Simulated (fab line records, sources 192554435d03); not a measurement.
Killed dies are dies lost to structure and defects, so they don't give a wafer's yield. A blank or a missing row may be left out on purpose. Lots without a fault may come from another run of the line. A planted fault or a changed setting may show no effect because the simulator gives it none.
A struck lot beside a sound one | flow n5_finfet | 16 steps out of a route of 1938
Sound: wafers L833.2, L833.3, L833.6. Struck: wafers L829.1, L829.2, L829.6. The cause comes at the end.
At each step with rows: each side's tool, then ch and its chambers, then its first start. Under that, the readings that differ: sound wafers | struck wafers | difference of the means | sigmas: that difference in standard deviations of wafers without a fault.
alike: readings whose means differ by less than 2 such deviations, and words and numbers that are the same on both sides. not compared: withheld readings, readings that some wafer has no value for, bounds like >300 that may hide the same value, and numbers for which the record gives no deviation and whose values overlap.
The two part at a step that has a row with sigmas, a row that says differs or no value, or rows on one side only. Numbers that don't overlap but have no deviation are shown without sigmas and don't part them. A reading that every wafer of one side lacks parts them only if that side has two wafers or more.

first, 4 steps without rows for these wafers: N5_BEOL_M9_SOFTBAKE_06 (time 60 s); N5_BEOL_M9_EXPOSE_08 (exposes mask M9); N5_BEOL_M9_PEB_09 (peb time 60 s); N5_BEOL_M9_DEVELOP_10 (develop time 30 s).
N5_BEOL_M9_CD_MEAS_11: target cd 64.1 nm.
  sound on cd_sem-01 ch 0, day 16 08:35; struck on cd_sem-01 ch 0, day 14 19:53
  alike: cd_nm
N5_BEOL_M9_OVL_MEAS_12:
  sound on overlay-01 ch 0, day 16 08:37; struck on overlay-02 ch 0, day 14 19:55
  alike: M9_OVL
N5_BEOL_M9_INSPECT_13: inspects for defects (brightfield).
  sound on defect_inspect-01, day 16 08:38; struck on defect_inspect-02, day 14 19:56
  alike: raw_defect_count
N5_BEOL_M9_DESCUM_16: chemistry O2, time 7.9 s.
  sound on rie_diel-04 ch 1,2, day 16 08:40; struck on rie_diel-02 ch 2,3, day 14 19:58
  alike: bias_power_w, drypump_motor_current_A, oes_product_au, rf_vpp_V, showerhead_plenum_p_Torr, throttle_valve_pct
  not compared: rf_hours_counter_h
N5_BEOL_M9_ETCH_61: etches SiARC in CF4, target depth 39 nm, time 65 s.
  sound on rie_diel-04 ch 1,2, day 16 08:42; struck on rie_diel-02 ch 2,3, day 14 20:01
  alike: drypump_motor_current_A, etch_rf_on_time_s, oes_product_au, rf_vpp_V, showerhead_plenum_p_Torr, throttle_valve_pct
  not compared: rf_hours_counter_h
N5_BEOL_M9_ETCH_62: etches SOC in N2/H2, target depth 110 nm, overetch 22 nm, time 165 s.
  sound on rie_diel-04 ch 1,2, day 16 08:45; struck on rie_diel-02 ch 2,3, day 14 20:04
  alike: drypump_motor_current_A, oes_product_au, rf_vpp_V, showerhead_plenum_p_Torr, throttle_valve_pct
  not compared: rf_hours_counter_h
then, 1 step without rows for these wafers: N5_BEOL_M9_STRIP_68 (strips in N2/H2).
N5_BEOL_M9_STRIP_67: strips in CF4.
  sound on rie_diel-04 ch 1,2, day 16 08:53; struck on rie_diel-02 ch 2,3, day 14 20:13
  alike: bias_power_w, drypump_motor_current_A, oes_product_au, rf_vpp_V, showerhead_plenum_p_Torr, throttle_valve_pct
  not compared: rf_hours_counter_h
N5_BEOL_M9_HM_OPEN_17: chemistry Cl2/BCl3, target TiN, target depth 20 nm, overetch 6 nm.
  sound on rie_metal-03 ch 0, day 16 08:56; struck on rie_metal-02 ch 0,1, day 14 20:15
  no value came back on the struck wafers for any of 6 readings (bcl3_flow_sccm (sccm), bias_w (W) and others); on the sound wafers bcl3_flow_sccm (sccm) reads 21.73 21.68 21.69
  reading                                  | sound          | struck         | difference | sigmas
  model.SOC_of_BEOL_M9_COAT_59.thk_nm (nm) | 91.6 91.6 91.6 | 100.2 99.6 100 | +8.3       |
  not compared: rf_hours_counter_h
N5_BEOL_M9_STRIP_19: strips in O2.
  sound on rie_diel-02 ch 0,1,2, day 16 09:03; struck on rie_diel-02 ch 0,1,2, day 14 20:22
  alike: drypump_motor_current_A, oes_product_au, rf_vpp_V, showerhead_plenum_p_Torr, throttle_valve_pct
  not compared: rf_hours_counter_h
N5_BEOL_M9_CD_MEAS_18: pitch 140 nm, target cd 70 nm.
  sound on cd_sem-02, day 16 09:07; struck on cd_sem-01, day 14 20:26
  reading    | sound          | struck | difference                    | sigmas
  cd_nm (nm) | 70.6 71.6 70.5 | - - -  | no value on the struck wafers |
then, 1 step without rows for these wafers: N5_BEOL_M9_COAT_63 (time 60 s, resist thk 60 nm).

WHERE THEY PART
First at N5_BEOL_M9_HM_OPEN_17; last, within this record, at N5_BEOL_M9_CD_MEAS_18.

WHY: what the simulator had put in
Skipped step whole: rie_metal-02, from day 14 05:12 on, at N5_BEOL_M9_HM_OPEN_17. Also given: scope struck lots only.
